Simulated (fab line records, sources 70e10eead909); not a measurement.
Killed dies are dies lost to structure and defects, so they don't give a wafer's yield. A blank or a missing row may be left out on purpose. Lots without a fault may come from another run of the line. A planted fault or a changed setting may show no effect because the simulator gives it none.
Which tool did it? | flow nand_harc | 12 lots, 36 wafers sampled, at 5 steps of a route of 1302

WHAT THE GAUGES READ, wafer by wafer
NHARC_END_WLT_00. Usual: VT_DECK1_BOTTOM 0.871, standard deviation 0.0074; VT_DECK1_BOTTOM_INNER 0.871, standard deviation 0.0077; VT_DECK1_MEDIAN_NEAR_BOTTOM 0.873, standard deviation 0.008; VT_DECK1_MEDIAN_NEAR_BOTTOM_INNER 0.872, standard deviation 0.0072; VT_DECK1_MIDDLE 0.884, standard deviation 0.0074; VT_DECK1_MIDDLE_INNER 0.884, standard deviation 0.0076; VT_DECK1_TOP 0.896, standard deviation 0.0074; VT_DECK1_TOP_INNER 0.896, standard deviation 0.0075; VT_DECK2_BOTTOM 0.868, standard deviation 0.0067; VT_DECK2_BOTTOM_INNER 0.868, standard deviation 0.0071; VT_DECK2_MEDIAN_NEAR_BOTTOM 0.868, standard deviation 0.0071; VT_DECK2_MEDIAN_NEAR_BOTTOM_INNER 0.868, standard deviation 0.0065; VT_DECK2_MIDDLE 0.880, standard deviation 0.0069; VT_DECK2_MIDDLE_INNER 0.880, standard deviation 0.0067; VT_DECK2_TOP 0.893, standard deviation 0.0063; VT_DECK2_TOP_INNER 0.892, standard deviation 0.0067.
lot  | measured     | on        | VT_DECK1_BOTTOM   | VT_DECK1_BOTTOM_INNER | VT_DECK1_MEDIAN_NEAR_BOTTOM | VT_DECK1_MEDIAN_NEAR_BOTTOM_INNER | VT_DECK1_MIDDLE   | VT_DECK1_MIDDLE_INNER | VT_DECK1_TOP      | VT_DECK1_TOP_INNER | VT_DECK2_BOTTOM   | VT_DECK2_BOTTOM_INNER | VT_DECK2_MEDIAN_NEAR_BOTTOM | VT_DECK2_MEDIAN_NEAR_BOTTOM_INNER | VT_DECK2_MIDDLE   | VT_DECK2_MIDDLE_INNER | VT_DECK2_TOP      | VT_DECK2_TOP_INNER | flag
L683 | day 23 12:19 | prober-02 | 0.876 0.865 0.864 | 0.870 0.869 0.871     | 0.867 0.872 0.879           | 0.876 0.875 0.871                 | 0.879 0.878 0.885 | 0.890 0.877 0.886     | 0.893 0.892 0.900 | 0.885 0.890 0.896  | 0.868 0.873 0.874 | 0.874 0.877 0.864     | 0.873 0.874 0.862           | 0.874 0.876 0.863                 | 0.884 0.887 0.876 | 0.882 0.878 0.874     | 0.886 0.908 0.881 | 0.898 0.886 0.898  |
L686 | day 25 08:32 | prober-01 | 0.859 0.870 0.867 | 0.860 0.870 0.873     | 0.865 0.874 0.873           | 0.865 0.873 0.875                 | 0.876 0.880 0.884 | 0.879 0.876 0.886     | 0.893 0.880 0.894 | 0.897 0.893 0.894  | 0.868 0.868 0.876 | 0.874 0.871 0.867     | 0.871 0.865 0.869           | 0.873 0.873 0.867                 | 0.883 0.885 0.879 | 0.882 0.881 0.879     | 0.894 0.903 0.892 | 0.899 0.891 0.896  |
L687 | day 25 17:19 | prober-01 | 0.877 0.887 0.873 | 0.882 0.883 0.881     | 0.885 0.883 0.880           | 0.887 0.877 0.871                 | 0.893 0.907 0.891 | 0.887 0.895 0.889     | 0.907 0.897 0.909 | 0.910 0.909 0.900  | 0.870 0.874 0.875 | 0.872 0.866 0.877     | 0.885 0.872 0.882           | 0.883 0.867 0.880                 | 0.893 0.891 0.893 | 0.887 0.888 0.892     | 0.897 0.898 0.898 | 0.901 0.897 0.902  |
L698 | day 29 16:48 | prober-01 | 0.882 0.887 0.883 | 0.875 0.881 0.874     | 0.889 0.891 0.874           | 0.875 0.880 0.876                 | 0.887 0.894 0.888 | 0.891 0.892 0.898     | 0.905 0.905 0.899 | 0.907 0.900 0.901  | 0.877 0.867 0.867 | 0.869 0.873 0.875     | 0.877 0.873 0.874           | 0.875 0.872 0.874                 | 0.887 0.883 0.884 | 0.886 0.888 0.893     | 0.896 0.904 0.898 | 0.901 0.899 0.893  |
L702 | day 31 19:53 | prober-01 | 0.874 0.876 0.877 | 0.877 0.871 0.874     | 0.872 0.877 0.872           | 0.883 0.882 0.874                 | 0.888 0.889 0.882 | 0.887 0.885 0.889     | 0.905 0.901 0.899 | 0.904 0.894 0.899  | 0.866 0.870 0.872 | 0.868 0.861 0.863     | 0.863 0.866 0.852           | 0.862 0.873 0.869                 | 0.879 0.883 0.878 | 0.881 0.878 0.872     | 0.885 0.891 0.892 | 0.890 0.885 0.890  |
L703 | day 33 00:44 | prober-02 | 0.868 0.874 0.872 | 0.870 0.872 0.875     | 0.876 0.871 0.886           | 0.873 0.870 0.883                 | 0.882 0.886 0.883 | 0.895 0.881 0.896     | 0.898 0.896 0.902 | 0.899 0.899 0.896  | 0.866 0.868 0.872 | 0.880 0.874 0.879     | 0.873 0.868 0.873           | 0.875 0.866 0.875                 | 0.883 0.884 0.890 | 0.885 0.882 0.880     | 0.891 0.891 0.897 | 0.903 0.897 0.902  |
L704 | day 32 15:07 | prober-01 | 0.871 0.869 0.870 | 0.872 0.873 0.866     | 0.873 0.872 0.861           | 0.872 0.868 0.877                 | 0.877 0.885 0.893 | 0.885 0.888 0.883     | 0.901 0.897 0.902 | 0.895 0.898 0.890  | 0.865 0.874 0.863 | 0.858 0.878 0.873     | 0.866 0.879 0.868           | 0.874 0.872 0.860                 | 0.886 0.883 0.887 | 0.878 0.887 0.881     | 0.894 0.895 0.891 | 0.895 0.904 0.894  |
L705 | day 33 08:31 | prober-01 | 0.883 0.874 0.876 | 0.879 0.869 0.873     | 0.894 0.868 0.882           | 0.884 0.876 0.880                 | 0.894 0.886 0.894 | 0.905 0.890 0.887     | 0.901 0.903 0.902 | 0.911 0.907 0.910  | 0.880 0.875 0.883 | 0.882 0.875 0.879     | 0.880 0.882 0.875           | 0.878 0.873 0.883                 | 0.894 0.892 0.887 | 0.897 0.887 0.893     | 0.897 0.897 0.907 | 0.898 0.897 0.899  |
L706 | day 33 22:29 | prober-02 | 0.870 0.873 0.869 | 0.879 0.859 0.864     | 0.877 0.861 0.867           | 0.869 0.873 0.872                 | 0.890 0.882 0.885 | 0.879 0.887 0.879     | 0.893 0.901 0.891 | 0.893 0.900 0.896  | 0.863 0.861 0.862 | 0.866 0.865 0.864     | 0.865 0.858 0.866           | 0.861 0.869 0.866                 | 0.872 0.875 0.876 | 0.885 0.872 0.873     | 0.889 0.884 0.885 | 0.878 0.886 0.884  |

NHARC_END_SORT_01. Usual: killed_at_array 53, standard deviation 19; killed_at_other 0.7, standard deviation 1.1; killed_at_periphery 4.2, standard deviation 2.7; killed_dies 58, standard deviation 18; killed_open 3.1, standard deviation 1.9; killed_short 2.5, standard deviation 1.6.
lot  | measured     | on        | killed_at_array | killed_at_other | killed_at_periphery | killed_dies | killed_open | killed_short | flag
L693 | day 28 16:03 | prober-02 | 38 51 38        | 0 1 3           | 639 625 636         | 677 677 677 | 2 1 3       | 4 1 1        | OFF
L694 | day 28 22:13 | prober-02 | 62 62 43        | 0 0 2           | 615 615 632         | 677 677 677 | 4 3 7       | 1 2 3        | OFF
L695 | day 28 15:17 | prober-01 | 90 84 89        | 2 1 2           | 585 592 586         | 677 677 677 | 4 2 1       | 3 0 3        | OFF

WHICH TOOL RAN EACH LOT (tool, then ch and the chambers of the sampled wafers, then the start)
lot  | NHARC_P_STI_HDPCVD_20          | NHARC_THIN_TSV_DESCUM_14           | NHARC_THIN_TSV_STRIP_62
L683 | hdpcvd-01 ch 0,1, day 3 04:40  | rie_diel-11 ch 2,3, day 22 23:49   | plasma_asher-02 ch 0,1, day 23 02:21
L686 | hdpcvd-01 ch 0,1, day 4 11:59  | rie_diel-07 ch 1,2, day 24 08:45   | plasma_asher-01 ch 0,1, day 24 11:17
L687 | hdpcvd-01 ch 0,1, day 4 20:19  | rie_diel-07 ch 0,1,3, day 25 06:40 | plasma_asher-02 ch 0,1, day 25 09:06
L693 | hdpcvd-01 ch 0,1, day 7 10:45  | -                                  | -
L694 | hdpcvd-01 ch 0,1, day 7 19:19  | -                                  | -
L695 | hdpcvd-01 ch 0,1, day 8 04:26  | -                                  | -
L698 | hdpcvd-01 ch 0,1, day 9 11:09  | rie_diel-03 ch 2,3, day 29 04:28   | plasma_asher-01 ch 1, day 29 06:55
L702 | hdpcvd-01 ch 0,1, day 11 04:27 | rie_diel-07 ch 0,1,3, day 31 08:00 | plasma_asher-01 ch 0,1, day 31 10:27
L703 | hdpcvd-01 ch 0,1, day 11 15:14 | rie_diel-11 ch 0,1,3, day 32 12:01 | plasma_asher-02 ch 0,1, day 32 14:34
L704 | hdpcvd-01 ch 1, day 12 01:18   | rie_diel-11 ch 1,2,3, day 32 02:43 | plasma_asher-01 ch 0,1, day 32 05:10
L705 | hdpcvd-01 ch 0, day 12 08:25   | rie_diel-03 ch 1,2,3, day 32 20:06 | plasma_asher-01 ch 0,1, day 32 22:31
L706 | hdpcvd-01 ch 0,1, day 12 21:14 | rie_diel-03 ch 0,3, day 33 09:35   | plasma_asher-01 ch 0,1, day 33 12:05
- NHARC_P_STI_HDPCVD_20: deposits SiO2.
- NHARC_THIN_TSV_DESCUM_14: chemistry O2, time 3 s.
- NHARC_THIN_TSV_STRIP_62: strips in N2/H2, time 20 s.

WHAT THE TOOLS THEMSELVES READ (means of the sampled wafers that have a number; where no wafer has one, the mark that the record gives instead)
NHARC_THIN_TSV_DESCUM_14. Usual: drypump_motor_current_A 5.9 A, standard deviation 0.41; oes_product_au 0.998 a.u., standard deviation 0.011; rf_vpp_V 57.7 V, standard deviation 0.93; showerhead_plenum_p_Torr 1.92 Torr, standard deviation 0.059; throttle_valve_pct 11.311 %, standard deviation 0.009.
lot  | tool        | drypump_motor_current_A (A) | oes_product_au (a.u.) | rf_vpp_V (V) | showerhead_plenum_p_Torr (Torr) | throttle_valve_pct (%) | flag
L683 | rie_diel-11 | 5.8                         | 0.985                 | 58.0         | 1.95                            | 11.316                 |
L686 | rie_diel-07 | 6.0                         | 0.985                 | 56.8         | 1.79                            | 11.317                 |
L687 | rie_diel-07 | 6.2                         | 1.004                 | 57.2         | 1.90                            | 11.316                 |
L698 | rie_diel-03 | 5.9                         | 1.000                 | 58.4         | 1.93                            | 11.313                 |
L702 | rie_diel-07 | 6.2                         | 0.995                 | 57.0         | 1.90                            | 11.310                 |
L703 | rie_diel-11 | 5.7                         | 0.999                 | 57.3         | 1.90                            | 11.311                 |
L704 | rie_diel-11 | 6.0                         | 0.989                 | 58.2         | 1.94                            | 11.310                 |
L705 | rie_diel-03 | 6.0                         | 0.997                 | 57.4         | 1.96                            | 11.318                 |
L706 | rie_diel-03 | 5.5                         | 1.005                 | 56.5         | 1.90                            | 11.310                 |

NHARC_THIN_TSV_STRIP_62. Usual: drypump_motor_current_A 5.45 A, standard deviation 0.28; heater_power_w 327 W, standard deviation 9.5.
lot  | tool            | drypump_motor_current_A (A) | heater_power_w (W) | flag
L683 | plasma_asher-02 | 5.55                        | 322                |
L686 | plasma_asher-01 | 5.37                        | 324                |
L687 | plasma_asher-02 | 5.83                        | 310                |
L698 | plasma_asher-01 | 5.28                        | 328                |
L702 | plasma_asher-01 | 5.37                        | 329                |
L703 | plasma_asher-02 | 5.84                        | 325                |
L704 | plasma_asher-01 | 5.32                        | 329                |
L705 | plasma_asher-01 | 5.34                        | 329                |
L706 | plasma_asher-01 | 5.36                        | 333                |

THE ANSWER, worked out from the rows above alone
Rule: a lot is off if the mean of its wafers that have a number lies more than 3 standard deviations from the usual mean. A lot without any number at a reading at which 4 lots or more have one is off too. The other lots that the step has rows for count as sound. The gauges are gone through in route order, then the tools' own readings, and for those a lot's mean is taken as printed above. The first step at which some lot is off is used, and at that step the reading that is off furthest; a lot without a number counts as furthest.
Off: L693, L694, L695, at NHARC_END_SORT_01 (killed_at_periphery). Neither off nor sound, because the step has no rows for them: L683, L686, L687, L698, L702, L703, L704, L705, L706.
A tool fits if, at a process step before that reading, it ran every lot that is off, and no sound lot after the first of them. The gauges at NHARC_END_SORT_01 are tried like those tools. One fits: hdpcvd-01 at NHARC_P_STI_HDPCVD_20. It ran no sound lot before its first lot that is off in this sample, so the start can't be narrowed down.

WHAT THE SIMULATOR HAD PUT IN
Skipped step whole: hdpcvd-01, from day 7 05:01 on, at NHARC_P_STI_HDPCVD_20. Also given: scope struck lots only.
Lots struck among those shown: L695, L693, L694. The rule above found the same.
